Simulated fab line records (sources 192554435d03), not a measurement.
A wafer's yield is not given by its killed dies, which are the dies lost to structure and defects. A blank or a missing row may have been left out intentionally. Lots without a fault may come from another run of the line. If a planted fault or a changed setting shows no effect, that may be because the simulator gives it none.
A single fault, viewed from 3 desks || flow n5-finfet || what lay behind the numbers comes last; until then each desk has only its own

AT THE TOOL OWNER'S DESK: rie-diel-02
The tool's own readings at N5_BEOL_M6_DESCUM_33 (chemistry O2, time 7 s): means of the sampled wafers that have a number, for each lot that ran on this tool. The brackets show how far a lot's mean lies from the usual mean; more than 4 standard deviations puts the lot out of limits, marked OUT.
Columns: A = bias-power-w at N5_BEOL_M6_DESCUM_33, usual 19.99 W; B = drypump-motor-current-A at N5_BEOL_M6_DESCUM_33, usual 5.8 A; C = oes-product-au at N5_BEOL_M6_DESCUM_33, usual 0.82 a.u.; D = rf-vpp-V at N5_BEOL_M6_DESCUM_33, usual 243.5 V; E = showerhead-plenum-p-Torr at N5_BEOL_M6_DESCUM_33, usual 2.12 Torr; F = throttle-valve-pct at N5_BEOL_M6_DESCUM_33, usual 20.34 %
{"lot": "L653", "first seen here": "day 11 17:09", "A": 19.92, "B": 5.9, "C": 0.82, "D": 243.8, "E": 2.16, "F": 20.43}
{"lot": "L661", "first seen here": "day 14 03:01", "A": 19.99, "B": 5.4, "C": 0.81, "D": 242.9, "E": 2.12, "F": 20.32}
{"lot": "L662", "first seen here": "day 14 09:10", "A": 19.94, "B": 6.0, "C": 0.78, "D": 244.6, "E": 2.21, "F": 20.59}
Finding of this desk: none of the 3 lots has anything out of limits.

THE DEFECT DESK
What the inspections along the route counted, lot by lot: means of the sampled wafers that have a number. The brackets show how far a lot's mean lies from the usual mean; more than 4 standard deviations puts the lot out of limits, marked OUT.
Columns: A = raw-defect-count at N5_BEOL_M6_INSPECT_30, usual 399
{"lot": "L654", "first seen here": "day 11 10:16", "A": 405}
{"lot": "L653", "first seen here": "day 11 17:07", "A": 429}
{"lot": "L661", "first seen here": "day 14 02:58", "A": 392}
{"lot": "L662", "first seen here": "day 14 09:08", "A": 326}
{"lot": "L669", "first seen here": "day 15 20:31", "A": 375}
{"lot": "L672", "first seen here": "day 16 03:24", "A": 419}
Finding of this desk: none of the 6 lots has anything out of limits.

METROLOGY DESK
What the gauges read for every lot (on any tool): the sampled wafers with a number, averaged. The brackets show how far a lot's mean lies from the usual mean; more than 4 standard deviations puts the lot out of limits, marked OUT.
Columns: A = cd-nm at N5_BEOL_M6_CD_MEAS_28, usual 40.06 nm; B = V5_OVL at N5_BEOL_M6_OVL_MEAS_29, usual -0.1 nm
{"lot": "L654", "first seen here": "day 11 10:10", "A": 40.33, "B": 0.3}
{"lot": "L653", "first seen here": "day 11 17:02", "A": 39.59, "B": -0.4}
{"lot": "L661", "first seen here": "day 14 02:53", "A": 39.91, "B": -0.6}
{"lot": "L662", "first seen here": "day 14 09:02", "A": 40.25, "B": 0.0}
{"lot": "L669", "first seen here": "day 15 20:26", "A": 40.08, "B": -1.3}
{"lot": "L672", "first seen here": "day 16 03:19", "A": 39.86, "B": 0.5}
Finding of this desk: none of the 6 lots has anything out of limits.

BROUGHT TOGETHER
The desk of the tool owner found nothing out of limits.
No out-of-limits result turned up at the defect desk.
Metrology desk: nothing out of limits seen.

WHAT WAS PUT IN BY THE SIMULATOR
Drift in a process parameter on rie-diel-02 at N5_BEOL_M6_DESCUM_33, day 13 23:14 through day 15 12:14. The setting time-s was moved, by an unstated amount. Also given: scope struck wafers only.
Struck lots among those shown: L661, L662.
